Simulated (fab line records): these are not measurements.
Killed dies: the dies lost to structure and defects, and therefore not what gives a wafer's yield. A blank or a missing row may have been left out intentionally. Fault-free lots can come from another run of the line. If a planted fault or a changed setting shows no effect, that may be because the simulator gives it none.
fab line records	flow nand_harc
[record] lots = 24	wafers = 72	last_day = 24
route steps=1159 shown A_CONTACT@906 A_BLC@988
lots untouched by any fault: they come from a run of this same line in which no faults occurred
start_h: hours from the record's first day to the start of the lot's first wafer shown	wait_h: hours elapsed since this lot's preceding step	" the same as in the row above	L1.1+2: a single row standing in for several wafers	- value missing, or start not given	* or withheld: withheld	< > ~ a bound
route shown NAME@n: names a module that has steps shown in the file, with the first one's number in the route	usual: average and standard deviation across the fault-free wafers	same: alike in all rows	chamber/n: place in a boat	sites: readings site by site	_std_site: the values' standard deviation	_edge_site: mean of outer sites minus mean of inner sites	radius_mm: how far each site lies from the wafer's centre	mask NAME#n: copy n	behind: the tool/chamber that last shaped the wafer	hold: what put the lot on hold/how long, in hours/how the hold closed	device: names the non-switching transistor (n, p or np)	end of line: tests of these same wafers at the route's end	a step given without rows: its recipe and nothing more	killed: not the wafer's yield, but the dies lost to structure and defects at the first sort	map: per-die view of a wafer (x killed, . not killed, _ where there is no die)
set.NAME: the run value of the setting; set.NAME@STEP: its run value at that earlier step	model.NAME: the simulator's own value behind a step, which no gauge read
one table for each step of the route and one row for each wafer, over a sample of lots
services: when a tool's chamber went out of use (start_h, in hours from the record's first day, below 0 if earlier), for how many hours, and the reason
[[steps]]
[step NHARC_A_CONTACT_ETCH_126]
[recipe] source_w = withheld	pressure_mtorr = 20	bias_v = 1200	time_s = 155	target_depth_a = 9560	ar_flow_sccm = withheld	c4f8_flow_sccm = withheld	o2_flow_sccm = withheld	chemistry = C4F8/O2/Ar
lot.wafer	tool	chamber	start_h	wait_h	rf_hours_counter_h
L075.4	har_cap_etch-02	0	379.14	0.2	-
L075.3	"	1	"	"	-
L075.5	"	0	"	"	-
L076.2	har_cap_etch-03	0	379.91	0.1	86
L076.6	"	0	"	"	-
L076.5	"	1	"	"	-
L074.2	har_cap_etch-01	1	384.49	0.1	56
L074.3	"	0	"	"	-
L074.6	"	0	"	"	-
L079.2	har_cap_etch-03	0	392.64	0.1	89
L079.3	"	0	"	"	-
L079.6	"	0	"	"	-
L078.4	har_cap_etch-01	0	394.59	0.1	-
L078.3	"	1	"	"	-
L078.5	"	1	"	"	-
L080.1	har_cap_etch-03	0	398.18	0.1	91
L080.5	"	0	"	"	-
L080.6	"	1	"	"	-
L077.3	har_cap_etch-03	1	405.77	0.1	-
L077.6	"	1	"	"	-
L077.5	"	0	"	"	-
L081.2	har_cap_etch-01	1	415.25	0.1	62
L081.1	"	0	"	"	62
L081.6	"	0	"	"	-
L082.2	har_cap_etch-03	1	427.52	0.1	95
L082.4	"	1	"	"	-
L082.6	"	0	"	"	-
L083.2	har_cap_etch-02	0	428.03	0.2	20
L083.4	"	0	"	"	-
L083.3	"	1	"	"	-
L084.1	har_cap_etch-01	0	437.61	0.1	65
L084.5	"	1	"	"	-
L084.6	"	0	"	"	-
L086.2	har_cap_etch-02	1	455.32	0.2	23
L086.3	"	1	"	"	-
L086.5	"	1	"	"	-
L085.1	har_cap_etch-01	1	455.40	0.1	68
L085.5	"	0	"	"	-
L085.6	"	1	"	"	-
L087.2	har_cap_etch-03	0	460.34	0.1	99
L087.3	"	1	"	"	-
L087.5	"	0	"	"	-
L091.1	har_cap_etch-02	1	470.58	0.2	26
L091.5	"	0	"	"	-
L091.6	"	1	"	"	-
L090.1	har_cap_etch-01	1	473.44	0.1	73
L090.3	"	0	"	"	-
L090.5	"	0	"	"	-
L089.2	har_cap_etch-03	0	475.88	0.1	103
L089.3	"	0	"	"	-
L089.5	"	0	"	"	-
L088.2	har_cap_etch-01	0	476.80	0.1	74
L088.4	"	1	"	"	-
L088.5	"	1	"	"	-
L093.2	har_cap_etch-03	1	481.68	0.1	106
L093.3	"	0	"	"	-
L093.6	"	1	"	"	-
L092.1	har_cap_etch-02	0	488.81	0.2	31
L092.4	"	0	"	"	-
L092.6	"	1	"	"	-
L094.1	har_cap_etch-01	0	490.94	0.1	78
L094.3	"	0	"	"	-
L094.5	"	0	"	"	-
L096.2	har_cap_etch-02	1	492.55	0.2	32
L096.1	"	0	"	"	32
L096.3	"	1	"	"	-
L095.3	har_cap_etch-01	0	496.35	0.1	-
L095.5	"	1	"	"	-
L095.6	"	0	"	"	-
L097.2	har_cap_etch-02	1	518.32	0.1	35
L097.3	"	1	"	"	-
L097.5	"	0	"	"	-
[step NHARC_A_CONTACT_ETCH_128]
[recipe] source_w = withheld	pressure_mtorr = 20	bias_v = 1200	time_s = 155	target_depth_a = 9560	ar_flow_sccm = withheld	c4f8_flow_sccm = withheld	o2_flow_sccm = withheld	chemistry = C4F8/O2/Ar
lot.wafer	tool	chamber	start_h	wait_h	rf_hours_counter_h
L075.4	har_cap_etch-02	0	379.51	0.2	-
L075.3	"	1	"	"	-
L075.5	"	0	"	"	-
L076.2	har_cap_etch-03	0	380.20	0.1	86
L076.6	"	0	"	"	-
L076.5	"	1	"	"	-
L074.2	har_cap_etch-01	1	384.78	0.1	56
L074.3	"	0	"	"	-
L074.6	"	0	"	"	-
L079.2	har_cap_etch-03	0	392.93	0.1	90
L079.3	"	0	"	"	-
L079.6	"	0	"	"	-
L078.4	har_cap_etch-01	0	394.88	0.1	-
L078.3	"	1	"	"	-
L078.5	"	1	"	"	-
L080.1	har_cap_etch-03	0	398.46	0.1	91
L080.5	"	0	"	"	-
L080.6	"	1	"	"	-
L077.3	har_cap_etch-03	1	406.05	0.1	-
L077.6	"	1	"	"	-
L077.5	"	0	"	"	-
L081.2	har_cap_etch-01	1	415.53	0.1	62
L081.1	"	0	"	"	62
L081.6	"	0	"	"	-
L082.2	har_cap_etch-03	1	427.80	0.1	96
L082.4	"	1	"	"	-
L082.6	"	0	"	"	-
L083.2	har_cap_etch-02	0	428.40	0.2	20
L083.4	"	0	"	"	-
L083.3	"	1	"	"	-
L084.1	har_cap_etch-01	0	437.90	0.1	66
L084.5	"	1	"	"	-
L084.6	"	0	"	"	-
L085.1	har_cap_etch-01	1	455.68	0.1	68
L085.5	"	0	"	"	-
L085.6	"	1	"	"	-
L086.2	har_cap_etch-02	1	455.82	0.2	23
L086.3	"	1	"	"	-
L086.5	"	1	"	"	-
L087.2	har_cap_etch-03	0	460.63	0.1	99
L087.3	"	1	"	"	-
L087.5	"	0	"	"	-
L091.1	har_cap_etch-02	1	471.09	0.2	26
L091.5	"	0	"	"	-
L091.6	"	1	"	"	-
L090.1	har_cap_etch-01	1	473.72	0.1	73
L090.3	"	0	"	"	-
L090.5	"	0	"	"	-
L089.2	har_cap_etch-03	0	476.17	0.1	103
L089.3	"	0	"	"	-
L089.5	"	0	"	"	-
L088.2	har_cap_etch-01	0	477.09	0.1	75
L088.4	"	1	"	"	-
L088.5	"	1	"	"	-
L093.2	har_cap_etch-03	1	481.97	0.1	106
L093.3	"	0	"	"	-
L093.6	"	1	"	"	-
L092.1	har_cap_etch-02	0	489.19	0.2	31
L092.4	"	0	"	"	-
L092.6	"	1	"	"	-
L094.1	har_cap_etch-01	0	491.22	0.1	78
L094.3	"	0	"	"	-
L094.5	"	0	"	"	-
L096.2	har_cap_etch-02	1	492.93	0.2	32
L096.1	"	0	"	"	32
L096.3	"	1	"	"	-
L095.3	har_cap_etch-01	0	496.63	0.1	-
L095.5	"	1	"	"	-
L095.6	"	0	"	"	-
L097.2	har_cap_etch-02	1	518.60	0.1	35
L097.3	"	1	"	"	-
L097.5	"	0	"	"	-
[step NHARC_A_CONTACT_ETCH_133]
[recipe] source_w = withheld	pressure_mtorr = 20	bias_v = 400	time_s = 195	target_depth_a = 8400	ar_flow_sccm = withheld	c4f8_flow_sccm = 11.5	o2_flow_sccm = 7.2	chemistry = C4F8/O2/Ar
lot.wafer	tool	chamber	start_h	wait_h	rf_hours_counter_h
L075.4	har_cap_etch-02	0	380.52	0.2	-
L075.3	"	1	"	"	-
L075.5	"	0	"	"	-
L076.2	har_cap_etch-03	0	380.91	0.1	87
L076.6	"	0	"	"	-
L076.5	"	1	"	"	-
L074.2	har_cap_etch-01	1	385.51	0.1	57
L074.3	"	0	"	"	-
L074.6	"	0	"	"	-
L079.2	har_cap_etch-03	0	393.64	0.1	90
L079.3	"	0	"	"	-
L079.6	"	0	"	"	-
L078.4	har_cap_etch-01	0	395.63	0.2	-
L078.3	"	1	"	"	-
L078.5	"	1	"	"	-
L080.1	har_cap_etch-03	0	399.18	0.1	92
L080.5	"	0	"	"	-
L080.6	"	1	"	"	-
L077.3	har_cap_etch-03	1	406.81	0.2	-
L077.6	"	1	"	"	-
L077.5	"	0	"	"	-
L081.2	har_cap_etch-01	1	416.24	0.1	63
L081.1	"	0	"	"	63
L081.6	"	0	"	"	-
L082.2	har_cap_etch-03	1	428.51	0.1	96
L082.4	"	1	"	"	-
L082.6	"	0	"	"	-
L083.2	har_cap_etch-02	0	429.36	0.2	20
L083.4	"	0	"	"	-
L083.3	"	1	"	"	-
L084.1	har_cap_etch-01	0	438.63	0.1	66
L084.5	"	1	"	"	-
L084.6	"	0	"	"	-
L085.1	har_cap_etch-01	1	456.41	0.1	69
L085.5	"	0	"	"	-
L085.6	"	1	"	"	-
L086.2	har_cap_etch-02	1	457.12	0.3	24
L086.3	"	1	"	"	-
L086.5	"	1	"	"	-
L087.2	har_cap_etch-03	0	461.34	0.1	100
L087.3	"	1	"	"	-
L087.5	"	0	"	"	-
L091.1	har_cap_etch-02	1	472.38	0.2	27
L091.5	"	0	"	"	-
L091.6	"	1	"	"	-
L090.1	har_cap_etch-01	1	474.45	0.1	74
L090.3	"	0	"	"	-
L090.5	"	0	"	"	-
L089.2	har_cap_etch-03	0	476.90	0.1	104
L089.3	"	0	"	"	-
L089.5	"	0	"	"	-
L088.2	har_cap_etch-01	0	477.82	0.1	75
L088.4	"	1	"	"	-
L088.5	"	1	"	"	-
L093.2	har_cap_etch-03	1	482.70	0.1	107
L093.3	"	0	"	"	-
L093.6	"	1	"	"	-
L092.1	har_cap_etch-02	0	490.17	0.2	31
L092.4	"	0	"	"	-
L092.6	"	1	"	"	-
L094.1	har_cap_etch-01	0	491.96	0.1	78
L094.3	"	0	"	"	-
L094.5	"	0	"	"	-
L096.2	har_cap_etch-02	1	493.88	0.2	33
L096.1	"	0	"	"	33
L096.3	"	1	"	"	-
L095.3	har_cap_etch-01	0	497.41	0.2	-
L095.5	"	1	"	"	-
L095.6	"	0	"	"	-
L097.2	har_cap_etch-02	1	519.33	0.1	36
L097.3	"	1	"	"	-
L097.5	"	0	"	"	-
[step NHARC_A_CONTACT_DEP_84]
[recipe] target_thk_a = 20000	temp_c = 400	material = aC
[usual] throttle_valve_pct = 35.000/0.0089
lot.wafer	tool	chamber	start_h	wait_h	throttle_valve_pct
L075.3	acl_dep-01	0	382.69	-	35.001
L075.4	"	0	"	"	34.992
L075.5	"	0	"	"	35.008
L076.2	acl_dep-03	0	382.91	-	35.018
L076.5	"	0	"	"	35.008
L076.6	"	0	"	"	35.003
L074.2	acl_dep-03	0	387.72	-	35.008
L074.3	"	0	"	"	34.998
L074.6	"	0	"	"	34.997
L079.2	acl_dep-01	0	395.94	-	34.995
L079.3	"	0	"	"	34.988
L079.6	"	0	"	"	34.994
L078.3	acl_dep-01	0	399.34	-	35.015
L078.4	"	0	"	"	35.006
L078.5	"	0	"	"	34.990
L080.1	acl_dep-02	0	402.85	-	34.994
L080.5	"	0	"	"	34.986
L080.6	"	0	"	"	35.013
L077.3	acl_dep-02	0	409.98	-	34.995
L077.5	"	0	"	"	34.998
L077.6	"	0	"	"	35.003
L081.1	acl_dep-01	0	418.03	-	34.985
L081.2	"	0	"	"	35.009
L081.6	"	0	"	"	35.002
L082.2	acl_dep-01	0	430.46	-	34.994
L082.4	"	0	"	"	35.011
L082.6	"	0	"	"	35.001
L083.2	acl_dep-03	0	431.44	-	35.002
L083.3	"	0	"	"	34.997
L083.4	"	0	"	"	35.001
L084.1	acl_dep-01	0	440.31	-	34.987
L084.5	"	0	"	"	35.002
L084.6	"	0	"	"	35.008
L085.1	acl_dep-01	0	458.10	-	35.009
L085.5	"	0	"	"	35.004
L085.6	"	0	"	"	34.999
L086.2	acl_dep-02	0	459.17	-	34.991
L086.3	"	0	"	"	34.988
L086.5	"	0	"	"	35.001
L087.2	acl_dep-01	0	465.45	-	34.998
L087.3	"	0	"	"	35.001
L087.5	"	0	"	"	35.006
L091.1	acl_dep-02	0	477.43	-	34.983
L091.5	"	0	"	"	34.998
L091.6	"	0	"	"	35.001
L090.1	acl_dep-03	0	479.07	-	34.989
L090.3	"	0	"	"	35.016
L090.5	"	0	"	"	35.009
L089.2	acl_dep-02	0	481.97	-	35.009
L089.3	"	0	"	"	34.997
L089.5	"	0	"	"	34.996
L088.2	acl_dep-03	0	486.30	-	35.015
L088.4	"	0	"	"	35.010
L088.5	"	0	"	"	34.997
L093.2	acl_dep-02	0	488.74	-	35.018
L093.3	"	0	"	"	35.019
L093.6	"	0	"	"	35.007
L092.1	acl_dep-02	0	493.49	-	35.012
L092.4	"	0	"	"	34.995
L092.6	"	0	"	"	34.992
L094.1	acl_dep-02	0	494.73	-	34.998
L094.3	"	0	"	"	34.998
L094.5	"	0	"	"	35.008
L096.1	acl_dep-01	0	495.79	-	34.998
L096.2	"	0	"	"	34.996
L096.3	"	0	"	"	34.994
L095.3	acl_dep-01	0	500.88	-	34.989
L095.5	"	0	"	"	34.999
L095.6	"	0	"	"	35.001
L097.2	acl_dep-03	0	522.24	-	35.004
L097.3	"	0	"	"	35.006
L097.5	"	0	"	"	35.000
[step NHARC_A_CONTACT_ETCH_139]
[recipe] source_w = withheld	pressure_mtorr = 20	bias_v = 400	time_s = 137	target_depth_a = 5900	ar_flow_sccm = withheld	c4f8_flow_sccm = 11.5	o2_flow_sccm = 7.2	chemistry = C4F8/O2/Ar
lot.wafer	tool	chamber	start_h	wait_h	rf_hours_counter_h
L075.4	har_cap_etch-03	1	386.62	0.1	-
L075.3	"	0	"	"	-
L075.5	"	0	"	"	-
L076.2	har_cap_etch-01	0	386.65	0.1	58
L076.6	"	0	"	"	-
L076.5	"	1	"	"	-
L074.2	har_cap_etch-02	0	391.59	0.1	15
L074.3	"	1	"	"	-
L074.6	"	0	"	"	-
L079.2	har_cap_etch-01	0	399.66	0.1	61
L079.3	"	1	"	"	-
L079.6	"	1	"	"	-
L078.4	har_cap_etch-02	1	403.39	0.2	-
L078.3	"	0	"	"	-
L078.5	"	1	"	"	-
L080.1	har_cap_etch-01	1	407.00	0.1	62
L080.5	"	0	"	"	-
L080.6	"	1	"	"	-
L077.3	har_cap_etch-03	1	413.37	0.1	-
L077.6	"	1	"	"	-
L077.5	"	0	"	"	-
L081.1	har_cap_etch-01	1	422.10	0.1	64
L081.2	"	0	"	"	64
L081.6	"	1	"	"	-
L082.2	har_cap_etch-03	0	434.81	0.1	97
L082.4	"	0	"	"	-
L082.6	"	0	"	"	-
L083.2	har_cap_etch-02	1	435.26	0.2	21
L083.4	"	0	"	"	-
L083.3	"	1	"	"	-
L084.1	har_cap_etch-03	1	444.22	0.1	98
L084.5	"	1	"	"	-
L084.6	"	0	"	"	-
L085.1	har_cap_etch-02	0	462.51	0.2	24
L085.6	"	1	"	"	-
L085.5	"	0	"	"	-
L086.2	har_cap_etch-03	0	462.69	0.1	101
L086.3	"	1	"	"	-
L086.5	"	0	"	"	-
L087.2	har_cap_etch-03	1	469.19	0.1	102
L087.3	"	1	"	"	-
L087.5	"	0	"	"	-
L091.1	har_cap_etch-01	1	481.75	0.1	76
L091.6	"	1	"	"	-
L091.5	"	0	"	"	-
L090.1	har_cap_etch-02	0	483.53	0.2	30
L090.3	"	1	"	"	-
L090.5	"	0	"	"	-
L089.2	har_cap_etch-03	0	485.76	0.1	107
L089.3	"	1	"	"	-
L089.5	"	1	"	"	-
L088.2	har_cap_etch-03	1	490.15	0.1	108
L088.4	"	0	"	"	-
L088.5	"	0	"	"	-
L093.2	har_cap_etch-03	1	492.47	0.1	109
L093.3	"	0	"	"	-
L093.6	"	0	"	"	-
L092.1	har_cap_etch-03	1	497.34	0.1	109
L092.4	"	0	"	"	-
L092.6	"	0	"	"	-
L094.1	har_cap_etch-02	0	498.91	0.2	34
L094.3	"	0	"	"	-
L094.5	"	0	"	"	-
L096.2	har_cap_etch-03	0	500.38	0.1	110
L096.1	"	1	"	"	110
L096.3	"	0	"	"	-
L095.3	har_cap_etch-01	1	504.49	0.2	-
L095.6	"	0	"	"	-
L095.5	"	1	"	"	-
L097.2	har_cap_etch-01	0	526.04	0.1	84
L097.3	"	0	"	"	-
L097.5	"	0	"	"	-
[step NHARC_A_BLC_ALD_23]
[recipe] target_thk_a = 30	pulse_time_s = 1	ald_cycles = 150	temp_c = 450	material = TiN
[usual] heater_power_outer_w = 675/70	heater_power_w = 1059/92	precursor_pulse_height_rel = 0.999/0.02
[same] pulse_time_s = 1
lot.wafer	tool	chamber	start_h	wait_h	heater_power_outer_w	heater_power_w	precursor_pulse_height_rel
L076.2	ald_metal-01	0	398.88	-	558	904	1.009
L076.5	"	2	"	"	635	1006	0.999
L076.6	"	3	"	"	722	1183	0.971
L075.4	ald_metal-02	2	399.44	-	800	1167	0.985
L075.3	"	3	"	"	706	1121	1.007
L075.5	"	3	"	"	707	1093	1.010
L074.2	ald_metal-02	0	402.96	-	733	1121	0.982
L074.3	"	1	"	"	675	1032	1.018
L074.6	"	0	"	"	728	1095	0.982
L079.3	ald_metal-01	1	405.53	-	645	1013	0.982
L079.2	"	0	"	"	577	898	1.020
L079.6	"	2	"	"	638	1025	1.005
L078.3	ald_metal-01	2	408.97	-	630	1042	1.034
L078.4	"	1	"	"	625	1008	0.985
L078.5	"	0	"	"	559	903	0.986
L080.1	ald_metal-02	0	412.75	-	726	1136	0.965
L080.5	"	1	"	"	660	1006	1.003
L080.6	"	3	"	"	714	1078	1.013
L077.3	ald_metal-02	3	420.87	-	701	1088	0.966
L077.5	"	0	"	"	725	1098	1.013
L077.6	"	1	"	"	649	1000	0.976
L081.1	ald_metal-04	3	427.94	-	640	1023	1.032
L081.2	"	1	"	"	673	1065	1.023
L081.6	"	2	"	"	551	914	0.963
L082.4	ald_metal-01	1	444.77	-	629	993	1.016
L082.2	"	3	"	"	739	1197	0.987
L082.6	"	0	"	"	549	924	0.980
L083.4	ald_metal-02	2	445.43	-	804	1164	1.023
L083.2	"	3	"	"	706	1116	1.004
L083.3	"	0	"	"	701	1117	1.013
L084.1	ald_metal-01	2	450.21	-	641	1052	1.026
L084.5	"	1	"	"	629	987	1.013
L084.6	"	2	"	"	661	1056	0.996
L085.1	ald_metal-01	3	468.23	-	758	1204	1.023
L085.5	"	2	"	"	629	1016	0.985
L085.6	"	3	"	"	728	1206	0.998
L086.2	ald_metal-02	1	469.15	-	675	1030	1.026
L086.3	"	0	"	"	742	1132	0.981
L086.5	"	2	"	"	791	1211	0.993
L087.2	ald_metal-02	1	475.55	-	676	1015	1.014
L087.3	"	3	"	"	703	1118	1.013
L087.5	"	2	"	"	803	1235	0.994
L091.1	ald_metal-02	0	492.01	-	740	1152	0.965
L091.6	"	2	"	"	806	1202	0.967
L091.5	"	3	"	"	707	1099	0.960
L090.1	ald_metal-01	1	492.72	-	616	963	0.997
L090.3	"	0	"	"	551	937	0.977
L090.5	"	2	"	"	630	994	0.976
L089.3	ald_metal-02	0	493.62	-	738	1137	0.997
L089.2	"	1	"	"	654	1023	0.976
L089.5	"	0	"	"	737	1136	1.023
L088.4	ald_metal-01	3	496.46	-	735	1187	1.014
L088.2	"	1	"	"	611	982	0.992
L088.5	"	3	"	"	749	1177	1.015
L093.2	ald_metal-02	2	498.21	-	793	1166	1.045
L093.3	"	0	"	"	718	1121	0.988
L093.6	"	1	"	"	672	1031	1.015
L092.4	ald_metal-01	3	507.12	-	739	1200	0.987
L092.1	"	0	"	"	560	907	1.022
L092.6	"	2	"	"	611	999	1.000
L094.3	ald_metal-04	1	507.26	-	695	1060	1.011
L094.1	"	2	"	"	549	889	0.995
L094.5	"	3	"	"	630	1067	1.004
L096.3	ald_metal-02	3	507.72	-	695	1081	0.991
L096.2	"	0	"	"	738	1142	0.991
L096.1	"	1	"	"	666	1031	1.010
L095.3	ald_metal-01	3	516.44	-	749	1192	0.996
L095.6	"	0	"	"	535	909	0.993
L095.5	"	1	"	"	637	978	0.987
L097.3	ald_metal-01	3	539.87	-	742	1190	0.976
L097.2	"	0	"	"	558	901	0.997
L097.5	"	3	"	"	753	1185	0.979
[[services]]
tool	chamber	start_h	hours	kind
ald_metal-02	-	364.00	10.0	pm
ald_metal-02	0	364.00	10.0	vent_cycle
ald_metal-02	1	364.00	10.0	vent_cycle
ald_metal-02	2	364.00	10.0	vent_cycle
ald_metal-02	3	364.00	10.0	vent_cycle
ald_metal-02	0	374.00	-	clean
ald_metal-02	1	374.00	-	clean
ald_metal-02	2	374.00	-	clean
ald_metal-02	3	374.00	-	clean
ald_metal-02	2	401.70	26.7	repair
acl_dep-03	-	405.00	13.0	pm
ald_metal-04	-	406.00	10.0	pm
acl_dep-01	-	406.40	1.5	repair
har_cap_etch-02	-	439.59	0.3	repair
har_cap_etch-01	-	440.34	0.3	repair
ald_metal-01	-	458.00	10.0	pm
ald_metal-01	0	458.00	10.0	vent_cycle
ald_metal-01	1	458.00	10.0	vent_cycle
ald_metal-01	2	458.00	10.0	vent_cycle
ald_metal-01	3	458.00	10.0	vent_cycle
ald_metal-01	0	468.00	-	clean
ald_metal-01	1	468.00	-	clean
acl_dep-01	-	475.26	13.0	pm
acl_dep-02	-	532.25	13.0	pm
[[key]]
fault none
